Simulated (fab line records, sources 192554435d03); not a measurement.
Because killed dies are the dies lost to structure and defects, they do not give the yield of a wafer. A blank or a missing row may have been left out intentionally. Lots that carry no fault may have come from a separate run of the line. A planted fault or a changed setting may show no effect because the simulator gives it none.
Struck lot and sound lot, side by side | flow n5Finfet | 39 out of 1938 route steps
Sound: wafers L753.2, L753.4, L753.6. Wafers L749.1, L749.2, L749.3 were the ones struck. The cause is given at the end.
Order at every step that has rows: each side's tool, ch and its chambers, its first start. Under that, the readings that differ: sound wafers | struck wafers | difference of the means | sigmas: that difference in standard deviations of wafers without a fault.
alike: same words and numbers on both sides, and readings whose means sit less than 2 such deviations apart. not compared: any withheld reading, any reading some wafer has no value for, any bound like >300 that may hide the same value, and any number with overlapping values for which the record gives no deviation.
A row with sigmas, a row that says differs or no value, or rows on one side alone: a step with any of these is where the two part. Numbers that don't overlap but have no deviation are shown without sigmas and don't part them. Lack of a reading on every wafer of one side parts them only where that side has two or more wafers.

first, 9 steps without rows for these wafers: N5_BEOL_M4_ANNEAL_95 (time 240 s); N5_BEOL_M4_SPUTTER_96 (material Cu, target thk 4.5 nm, time 8.29 s); N5_BEOL_M4_ECD_50 (material Cu, target thk 300 nm); N5_BEOL_M4_ANNEAL_51 (time 90 s); N5_BEOL_M4_CMP_52 (polishes, stops on SiOC, t overpolish 6.8 s, target thk 40 nm); N5_BEOL_M4_PRE_CLEAN_60 (time 15 s); N5_BEOL_M4_CO_CAP_55 (material Co, precursor CCTBA/H2, target thk 2 nm, time 102.1 s); N5_BEOL_M4_PRE_CLEAN_56 (time 15 s); N5_BEOL_M4_DEP_57 (deposits SiCN from 3MS/NH3, target thk 8 nm, time 14 s).
N5_BEOL_M4_RC_MEAS_101:
  sound on prober-01 ch 0, day 13 10:15; struck on prober-01 ch 0, day 12 03:27
  alike: DIBL_N, DIBL_P, IOFF_N, IOFF_P, ION_N, ION_P, SS_N, SS_P, VT_N, VT_P
then, 24 steps without rows for these wafers: N5_BEOL_M5_ILD_DEP_00 (deposits SiCOH lowk from DEMS/porogen, target thk 140.64 nm, time 25.9 s); N5_BEOL_M5_CURE_79 (cures SiCOH lowk, time 240 s); N5_BEOL_M5_PECVD_70 (deposits SiO2 from TEOS/O2, target thk 16 nm, time 18 s); N5_BEOL_M5_HM_DEP_02 (deposits TiN, target thk 20 nm); N5_BEOL_M5_COAT_59 (time 60 s, resist thk 60 nm); N5_BEOL_M5_COAT_60 (time 60 s, resist thk 12 nm); N5_BEOL_M5_COAT_71 (time 60 s, resist thk 5 nm); N5_BEOL_M5_COAT_05 (resist thk 30 nm); N5_BEOL_M5_EBR_07; N5_BEOL_M5_SOFTBAKE_06 (time 60 s); N5_BEOL_M5_EXPOSE_08 (exposes mask M5, target cd 28 nm); N5_BEOL_M5_PEB_09 (peb time 60 s); N5_BEOL_M5_DEVELOP_10 (develop time 30 s); N5_BEOL_M5_DESCUM_16 (chemistry O2, time 7 s); N5_BEOL_M5_ETCH_72 (etches underlayer in N2/H2, target depth 6.5 nm, time 5.2 s); N5_BEOL_M5_ETCH_61 (etches SiARC in CF4, target depth 15.6 nm, time 26 s); N5_BEOL_M5_ETCH_62 (etches SOC in N2/H2, target depth 75 nm, overetch 15 nm, time 112.5 s); N5_BEOL_M5_STRIP_63 (strips in N2/H2); N5_BEOL_M5_STRIP_73 (strips in N2/H2); N5_BEOL_M5_STRIP_64 (strips in CF4); N5_BEOL_M5_HM_OPEN_17 (chemistry Cl2/BCl3, target TiN, target depth 20 nm, overetch 6 nm); N5_BEOL_M5_STRIP_19 (strips in O2); N5_BEOL_M5_COAT_65 (time 60 s, resist thk 60 nm); N5_BEOL_M5_COAT_66 (time 60 s, resist thk 12 nm).
N5_BEOL_M6_EXPOSE_25: exposes mask V5, target cd 40 nm.
  sound on euvScanner-01 ch 0, day 14 06:53; struck on euvScanner-02 ch 0, day 12 20:49
reading           | sound             | struck            | difference | sigmas
exposureDoseMJCm2 | 44.89 44.82 44.81 | 40.92 40.90 40.89 | -3.94      | -84
  alike: mask, focusOffsetNm, reticleTempC
N5_BEOL_M6_CD_MEAS_28 targets a cd of 40 nm.
  sound on cdSem-03 ch 0, day 14 07:01; struck on cdSem-01 ch 0, day 12 20:57
reading   | sound             | struck            | difference | sigmas
cdNm (nm) | 40.63 39.72 40.15 | 37.72 37.74 37.69 | -2.45      | -10
N5_BEOL_M6_DESCUM_33: chemistry O2, time 7 s.
  sound on rieDiel-06 ch 0,2,3, day 14 07:08; struck on rieDiel-03 ch 1,2,3, day 12 21:06
reading                 | sound        | struck         | difference | sigmas
model.BEOL_M6.cdNm (nm) | 40.2 40 40.2 | 37.6 37.4 37.8 | -2.5       | 
  alike: drypumpMotorCurrentA, oesProductAu, rfVppV, showerheadPlenumPTorr, tempC, throttleValvePct
  not compared: rfHoursCounterH
N5_BEOL_M6_VIA_ETCH_34: etches SiCOH lowk in C4F6/O2, target depth 126.3 nm, time 50.9 s.
  sound on rieDiel-06 ch 0,2,3, day 14 07:19; struck on rieDiel-03 ch 1,2,3, day 12 21:17
reading                 | sound          | struck       | difference | sigmas
model.BEOL_M6.cdNm (nm) | 40.4 40.4 40.4 | 37.4 37.2 38 | -2.9       | 
  alike: drypumpMotorCurrentA, oes_f_703_au, oesProductAu, rfVppV, showerheadPlenumPTorr, throttleValvePct
  not compared: rfHoursCounterH
-- the record jumps here: 4 days lie between the struck wafers' starts before and after (it left off in module BEOL_M6 and takes up again in module PASSIVATION, whose first step shown is number 1936 of the route) --
N5_PASSIVATION_PROBE_49:
  only the struck wafers here have rows in the record (prober-02, day 16 09:47); the sound ones have none

== WHERE THEY PART ==
At N5_BEOL_M6_EXPOSE_25 first; at N5_PASSIVATION_PROBE_49 last (within this record only).

WHY: whatever the simulator had introduced
Process parameters drifting: euvScanner-02 at N5_BEOL_M6_EXPOSE_25, beginning at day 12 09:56. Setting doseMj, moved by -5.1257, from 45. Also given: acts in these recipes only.
